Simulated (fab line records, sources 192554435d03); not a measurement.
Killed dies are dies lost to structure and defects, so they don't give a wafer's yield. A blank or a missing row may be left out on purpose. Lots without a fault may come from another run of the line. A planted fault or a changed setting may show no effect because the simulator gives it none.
Chamber matching | flow n5_finfet | N5_BEOL_M9_ALD_74 on ald_metal-01: 4 sister chambers
The step deposits TaN, target thk 2 nm, pulse time 2 s, purge time 3 s. 18 wafers are shown with their chamber, then 9 later ones without.

WAFERS WITH THEIR CHAMBER
wafer  | chamber | heater_power_w (W)
L077.1 | 2       | 453
L077.4 | 3       | 450
L077.6 | 1       | 347
L078.1 | 2       | 469
L078.3 | 0       | 413
L078.6 | 3       | 441
L084.1 | 1       | 352
L084.3 | 2       | 466
L084.6 | 3       | 461
L085.2 | 1       | 343
L085.3 | 2       | 457
L085.6 | 2       | 461
L086.2 | 0       | 414
L086.3 | 2       | 482
L086.4 | 3       | 448
L088.1 | 3       | 457
L088.2 | 1       | 348
L088.5 | 0       | 412

SIGNATURES (means of the wafers above)
reading        | chamber 0 | chamber 1 | chamber 2 | chamber 3 | scatter within a chamber
heater_power_w | 413.00    | 347.50    | 464.67    | 451.40    | 7.64
Rule: a wafer's distance from a chamber is the root of the sum, over the readings, of the square of ((its reading less the chamber's mean) divided by the reading's scatter). The wafer belongs to the nearest chamber; if the next one is less than 2 further off, it can't be placed. The scatter: the root of (the sum of the squares of (reading less its chamber's mean) over the shown wafers, divided by (wafers less chambers)).

WAFERS WITHOUT THEIR CHAMBER
wafer  | heater_power_w (W)
L089.1 | 345
L089.5 | 398
L089.6 | 445
L092.1 | 473
L092.2 | 415
L092.5 | 456
L096.1 | 343
L096.2 | 402
L096.3 | 461

WHICH CHAMBER EACH WENT THROUGH
wafer  | from the rows above     | in truth
L089.1 | 1                       | 1
L089.5 | 0                       | 0
L089.6 | can't be placed: 3 or 2 | 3
L092.1 | can't be placed: 2 or 3 | 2
L092.2 | 0                       | 0
L092.5 | can't be placed: 3 or 2 | 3
L096.1 | 1                       | 1
L096.2 | 0                       | 0
L096.3 | can't be placed: 2 or 3 | 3
Placed correctly: 5 of 9. Can't be placed from these rows: 4 (the true chamber is among the candidates in 4). Placed wrongly: 0.
